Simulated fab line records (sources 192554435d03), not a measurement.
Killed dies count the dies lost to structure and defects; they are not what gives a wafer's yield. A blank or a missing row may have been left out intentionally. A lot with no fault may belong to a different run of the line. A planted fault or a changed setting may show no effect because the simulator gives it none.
Comparing a struck lot with a sound one | flow n5_finfet | 37 steps out of a route of 1938
Sound: wafers L413.3, L413.5, L413.6. Struck: wafer L414.1 (L414.2, L414.3, from the same lot, were not struck and are left out); the cause is given at the end.
For every step that has rows: the tool of each side, followed by ch and its chambers, followed by its first start. Under that, the readings that differ: sound wafers | struck wafers | difference of the means | sigmas: that difference in standard deviations of wafers without a fault.
alike: words and numbers the same on both sides, and readings whose means are apart by under 2 such deviations; not compared: readings that were withheld, readings missing a value for some wafer, numbers with overlapping values and no deviation given by the record, and bounds like >300 which may hide the same value.
A row with sigmas, a row that says differs or no value, or rows on one side alone: a step with any of these is where the two part. When numbers do not overlap yet have no deviation, they are printed without sigmas and do not part them. A reading missing from all wafers of one side parts the sides only when that side holds two or more wafers.

first, 9 steps without rows for these wafers: N5_HKMG_FIN_SOFTBAKE_44 (time 60 s); N5_HKMG_FIN_EXPOSE_46 (exposes mask NDIPOLE); N5_HKMG_FIN_PEB_47 (peb time 60 s); N5_HKMG_FIN_DEVELOP_48 (develop time 30 s); N5_HKMG_FIN_DESCUM_53 (chemistry O2, time 7.9 s); N5_HKMG_FIN_ETCH_54 (etches SiARC in CF4, target depth 45.5 nm, time 75.8 s); N5_HKMG_FIN_ETCH_55 (etches SOC in N2/H2, target depth 240 nm, time 300 s); N5_HKMG_FIN_STRIP_56 (strips in N2/H2); N5_HKMG_FIN_STRIP_57 (strips in CF4).
N5_HKMG_FIN_ETCH_58: etches SOC in N2/H2, target depth 215.8 nm, time 741 s.
  sound on rie_diel-03 ch 0,1, day 6 16:19; struck on rie_diel-03 ch 1, day 6 20:31
  reading                                   | sound             | struck | difference | sigmas
  run_length_s (s)                          | 763.9 763.2 763.8 | 634.7  | -128.9     | -99 or more
  model.HKMG_FIN.feature_depth_nm (nm)      | 221.8 218.4 220   | 180.8  | -39.3      |
  model.etch.depth_nm (nm)                  | 221.8 218.5 219.9 | 180.8  | -39.3      |
  model.SOC_of_HKMG_FIN_COAT_41.thk_nm (nm) | 79 82.2 82        | 118.8  | +37.7      |
  alike: drypump_motor_current_A, oes_product_au, rf_vpp_V, showerhead_plenum_p_Torr, throttle_valve_pct
  not compared: rf_hours_counter_h
N5_HKMG_FIN_STRIP_93: strips SOC in N2/H2, time 20 s.
  sound on rie_diel-03 ch 0,1, day 6 16:44; struck on rie_diel-03 ch 1, day 6 20:57
  reading                                   | sound          | struck | difference | sigmas
  model.SOC_of_HKMG_FIN_COAT_41.thk_nm (nm) | 68.8 71.8 71.6 | 108.6  | +37.9      |
  alike: drypump_motor_current_A, oes_product_au, rf_vpp_V, showerhead_plenum_p_Torr, throttle_valve_pct
  not compared: rf_hours_counter_h
then, 24 steps without rows for these wafers: N5_HKMG_FIN_WET_ETCH_76 (etches Al2O3 in dNH4OH, stops on La2O3, target depth 2.25 nm, rinse time 30 s); N5_HKMG_FIN_STRIP_60 (strips in N2/H2, time 360 s); N5_HKMG_FIN_WET_ETCH_77 (etches La2O3 in dHCl, stops on HfO2, target depth 2 nm); N5_HKMG_FIN_WET_ETCH_78 (etches Al2O3 in dNH4OH, stops on La2O3, target depth 4.5 nm, rinse time 30 s); N5_HKMG_FIN_ALD_79 (deposits TiN, target thk 1.5 nm, pulse time 1 s, purge time 3 s); N5_HKMG_FIN_CVD_62 (deposits a-Si from Si2H6, target thk 3 nm, time 20.8 s); N5_HKMG_FIN_RTA_80 (time 2 s); N5_HKMG_FIN_PRECLEAN_64 (cleans in dHF, time 30 s); N5_HKMG_FIN_WET_ETCH_65 (etches a-Si in TMAH, stops on TiN, time 49 s, target depth 3 nm); N5_HKMG_FIN_WET_ETCH_81 (etches TiN in SC1, stops on HfO2, time 57 s, target depth 6 nm); N5_HKMG_FIN_WET_ETCH_82 (etches La2O3 in dHCl, stops on HfO2, target depth 2 nm, rinse time 30 s); N5_HKMG_FIN_ALD_36 (deposits TiN, target thk 1 nm, pulse time 1 s, purge time 3 s); N5_HKMG_FIN_PWFM_ALD_03 (deposits TiN, target thk 2 nm, pulse time 1 s, purge time 3 s); N5_HKMG_FIN_COAT_29 (time 60 s, resist thk 300 nm); N5_HKMG_FIN_COAT_30 (time 60 s, resist thk 35 nm); N5_HKMG_FIN_COAT_06 (resist thk 90 nm); N5_HKMG_FIN_EBR_08; N5_HKMG_FIN_SOFTBAKE_07 (time 60 s); N5_HKMG_FIN_EXPOSE_09 (exposes mask NWFM); N5_HKMG_FIN_PEB_10 (peb time 60 s); N5_HKMG_FIN_DEVELOP_11 (develop time 30 s); N5_HKMG_FIN_DESCUM_17 (chemistry O2, time 7.9 s); N5_HKMG_FIN_ETCH_31 (etches SiARC in CF4, target depth 45.5 nm, time 75.8 s); N5_HKMG_FIN_ETCH_32 (etches SOC in N2/H2, target depth 240 nm, time 300 s).
-- here the record skips 4 days between the struck wafers' starts before and after, leaving off in module HKMG_FIN and picking up in module BEOL_M4 (first step shown: number 1111 of the route) --
N5_BEOL_M4_RC_MEAS_101:
  sound on prober-02 ch 0, day 11 05:58; struck on prober-01 ch 0, day 11 07:32
  reading             | sound                      | struck    | difference | sigmas
  IOFF_N (nA/um)      | 0.12 0.17 0.12             | 0.28      | +0.14      | +3
  IOFF_N_LIN (nA/um)  | 0.061 0.075 0.061          | 0.136     | +0.070     | +4
  IOFF_N_LONG (nA/um) | 5.57e-05 5.61e-05 5.66e-05 | 0.0001093 | +0.0000532 | +20
  VT_N (mV)           | 251 249 253                | 230       | -21        | -5
  VT_N_LONG (mV)      | 273.1 276.5 271.5          | 252.9     | -20.8      | -10
  alike: DIBL_N, DIBL_P, IOFF_P, ION_N, ION_P, SS_N, SS_P, VT_P
N5_PASSIVATION_PROBE_49:
  the record has rows for the sound wafers here (prober-01, day 16 11:46) and none for the struck ones

## WHERE THEY PART
Last at N5_PASSIVATION_PROBE_49 as far as this record goes, first at N5_HKMG_FIN_ETCH_58.

WHY: what had been put in by the simulator
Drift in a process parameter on rie_diel-03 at N5_HKMG_FIN_ETCH_58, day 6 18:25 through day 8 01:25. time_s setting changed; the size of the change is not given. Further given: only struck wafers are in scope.
